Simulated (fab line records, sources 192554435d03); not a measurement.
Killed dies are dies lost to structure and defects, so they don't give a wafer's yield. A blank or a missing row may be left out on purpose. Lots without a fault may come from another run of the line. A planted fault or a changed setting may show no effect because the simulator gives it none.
Chamber matching | flow n5_finfet | N5_BEOL_M6_ETCH_65 on rie_diel-05: 4 sister chambers
The step etches SiARC in CF4, target depth 15.6 nm, time 26 s. 16 wafers are shown with their chamber, then 8 later ones without.

WAFERS WITH THEIR CHAMBER
wafer  | chamber | showerhead_plenum_p_Torr (Torr) | drypump_motor_current_A (A) | throttle_valve_pct (%)
L078.1 | 0       | 2.04                            | 5.9                         | 15.73
L078.2 | 3       | 2.13                            | 5.8                         | 16.04
L078.6 | 1       | 2.18                            | 5.3                         | 15.62
L081.2 | 0       | 2.04                            | 6.0                         | 15.72
L081.5 | 0       | 2.04                            | 6.0                         | 15.72
L081.6 | 2       | 2.13                            | 5.3                         | 15.48
L083.1 | 0       | 2.03                            | 6.0                         | 15.74
L083.2 | 1       | 2.18                            | 5.3                         | 15.63
L083.4 | 2       | 2.13                            | 5.3                         | 15.50
L088.1 | 3       | 2.13                            | 5.8                         | 16.06
L088.2 | 2       | 2.13                            | 5.3                         | 15.52
L088.3 | 1       | 2.18                            | 5.3                         | 15.68
L088.4 | 0       | 2.03                            | 6.0                         | 15.77
L088.5 | 2       | 2.13                            | 5.3                         | 15.55
L088.6 | 3       | 2.13                            | 5.8                         | 16.07
L092.1 | 1       | 2.18                            | 5.3                         | 15.67

SIGNATURES (means of the wafers above)
reading                  | chamber 0 | chamber 1 | chamber 2 | chamber 3 | scatter within a chamber
showerhead_plenum_p_Torr | 2.0360    | 2.1800    | 2.1300    | 2.1300    | 0.00316
drypump_motor_current_A  | 5.980     | 5.300     | 5.300     | 5.800     | 0.0258
throttle_valve_pct       | 15.7360   | 15.6500   | 15.5125   | 16.0567   | 0.0249
Rule: a wafer's distance from a chamber is the root of the sum, over the readings, of the square of ((its reading less the chamber's mean) divided by the reading's scatter). The wafer belongs to the nearest chamber; if the next one is less than 2 further off, it can't be placed. The scatter: the root of (the sum of the squares of (reading less its chamber's mean) over the shown wafers, divided by (wafers less chambers)).

WAFERS WITHOUT THEIR CHAMBER
wafer  | showerhead_plenum_p_Torr (Torr) | drypump_motor_current_A (A) | throttle_valve_pct (%)
L092.4 | 2.03                            | 6.0                         | 15.77
L092.6 | 2.13                            | 5.8                         | 16.07
L094.2 | 2.13                            | 5.3                         | 15.55
L094.3 | 2.13                            | 5.8                         | 16.08
L094.5 | 2.17                            | 5.3                         | 15.67
L097.1 | 2.02                            | 6.0                         | 15.80
L097.4 | 2.12                            | 5.8                         | 16.09
L097.5 | 2.12                            | 5.3                         | 15.58

WHICH CHAMBER EACH WENT THROUGH
wafer  | from the rows above | in truth
L092.4 | 0                   | 0
L092.6 | 3                   | 3
L094.2 | 2                   | 2
L094.3 | 3                   | 3
L094.5 | 1                   | 1
L097.1 | 0                   | 0
L097.4 | 3                   | 3
L097.5 | 2                   | 2
Placed correctly: 8 of 8. Can't be placed from these rows: 0. Placed wrongly: 0.
